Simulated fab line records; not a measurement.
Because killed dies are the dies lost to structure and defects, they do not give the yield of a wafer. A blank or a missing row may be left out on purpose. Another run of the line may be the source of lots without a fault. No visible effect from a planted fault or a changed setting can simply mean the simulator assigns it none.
One fault through the eyes of 2 desks :: flow n5-finfet :: numbers are kept per desk, each desk with only its own; the story behind them comes last

THE TOOL OWNER'S DESK: rie-diel-06
The tool's own readings at N5_BEOL_M1_ETCH_64 (etches SOC in N2/H2, target depth 75 nm, overetch 15 nm, time 112.5 s): means of the sampled wafers that have a number, for each lot that ran on this tool. The brackets show how far a lot's mean lies from the usual mean; more than 4 standard deviations puts the lot out of limits, marked OUT.
Columns: A = bias-w at N5_BEOL_M1_ETCH_64, usual 150.0 W; B = drypump-motor-current-A at N5_BEOL_M1_ETCH_64, usual 5.7 A; C = oes-product-au at N5_BEOL_M1_ETCH_64, usual 0.62 a.u.; D = rf-vpp-V at N5_BEOL_M1_ETCH_64, usual 523.6 V; E = showerhead-plenum-p-Torr at N5_BEOL_M1_ETCH_64, usual 2.53 Torr; F = throttle-valve-pct at N5_BEOL_M1_ETCH_64, usual 17.88 %
lot: L583
first seen here: day 6 03:14
A: 149.9
B: 5.7
C: 0.62
D: 523.0
E: 2.50
F: 17.77

lot: L584
first seen here: day 6 15:44
A: 150.1
B: 5.6
C: 0.61
D: 523.3
E: 2.50
F: 17.78

lot: L592
first seen here: day 8 12:41
A: 149.8
B: 5.5
C: 0.63
D: 522.6
E: 2.47
F: 17.63

lot: L596
first seen here: day 9 12:24
A: 149.5
B: 5.8
C: 0.63
D: 523.4
E: 2.51
F: 17.73

lot: L601
first seen here: day 10 15:01
A: 134.2 (-38) OUT
B: 5.7
C: 0.63
D: 486.9 (-17) OUT
E: 2.52
F: 17.78

lot: L603
first seen here: day 11 06:43
A: 133.8 (-39) OUT
B: 5.8
C: 0.62
D: 486.0 (-18) OUT
E: 2.51
F: 17.76

lot: L604
first seen here: day 11 07:02
A: 133.9 (-39) OUT
B: 6.0
C: 0.59
D: 487.5 (-17) OUT
E: 2.54
F: 17.92
This desk finds L601, L603, L604 out of limits, L601 being first, at day 10 15:01 (bias-w at N5_BEOL_M1_ETCH_64). In limits: L583, L584, L592, L596.

METROLOGY DESK
What the gauges read, lot by lot, whatever tool the lot ran on: means of the sampled wafers that have a number. The brackets show how far a lot's mean lies from the usual mean; more than 4 standard deviations puts the lot out of limits, marked OUT. Readings shown: 7 of its 11, picked as those furthest out on some lot.
Columns: A = DIBL_N at N5_BEOL_M4_RC_MEAS_101, usual 36.0 mV/V; B = DIBL_P at N5_BEOL_M4_RC_MEAS_101, usual 36.2 mV/V; C = IOFF_N at N5_BEOL_M4_RC_MEAS_101, usual 0.16 nA/um; D = ION_N at N5_BEOL_M4_RC_MEAS_101, usual 671 uA/um; E = ION_P at N5_BEOL_M4_RC_MEAS_101, usual 461 uA/um; F = SS_N at N5_BEOL_M4_RC_MEAS_101, usual 71.5 mV/dec; G = SS_P at N5_BEOL_M4_RC_MEAS_101, usual 73.4 mV/dec
lot: L583
first seen here: day 6 03:36
A: 35.1
B: 34.3
C: 0.14
D: 664
E: 464
F: 71.3
G: 72.6

lot: L584
first seen here: day 6 16:05
A: 33.9
B: 35.7
C: 0.13
D: 655
E: 449
F: 71.9
G: 73.1

lot: L588
first seen here: day 7 06:59
A: 39.8
B: 40.2
C: 0.22
D: 687
E: 464
F: 72.8
G: 74.8

lot: L592
first seen here: day 8 13:02
A: 35.3
B: 36.5
C: 0.16
D: 676
E: 468
F: 71.6
G: 73.2

lot: L596
first seen here: day 9 12:50
A: 36.2
B: 36.9
C: 0.16
D: 672
E: 461
F: 71.9
G: 73.5

lot: L601
first seen here: day 10 15:22
A: 35.4
B: 36.9
C: 0.17
D: 669
E: 466
F: 71.4
G: 73.8

lot: L602
first seen here: day 11 01:28
A: 33.6
B: 32.9
C: 0.11
D: 655
E: 452
F: 70.9
G: 72.7

lot: L603
first seen here: day 11 07:11
A: 36.4
B: 36.9
C: 0.16
D: 675
E: 467
F: 72.1
G: 73.3

lot: L604
first seen here: day 11 07:26
A: 36.8
B: 36.4
C: 0.19
D: 683
E: 469
F: 71.6
G: 73.5

lot: L605
first seen here: day 11 15:02
A: 38.1
B: 37.8
C: 0.19
D: 672
E: 462
F: 72.0
G: 73.6
This desk found nothing out of limits on any of the 10 lots.

PUT TOGETHER
An alarm could have come from the tool owner's desk at day 10 15:01, on L601, L603, L604.
At the metrology desk, nothing out of limits was observed.
The metrology desk holds a record of L601, L603, L604, inside its limits.
On rie-diel-06, each named lot ran N5_BEOL_M1_ETCH_64.

WHAT WAS PUT IN BY THE SIMULATOR
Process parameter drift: rie-diel-06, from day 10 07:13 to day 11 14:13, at N5_BEOL_M1_ETCH_64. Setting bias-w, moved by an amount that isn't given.
Shown lots that were struck: L601, L603, L604.
Each desk's first reading out of limits, in hours after the fault started: the tool owner's desk, 8.
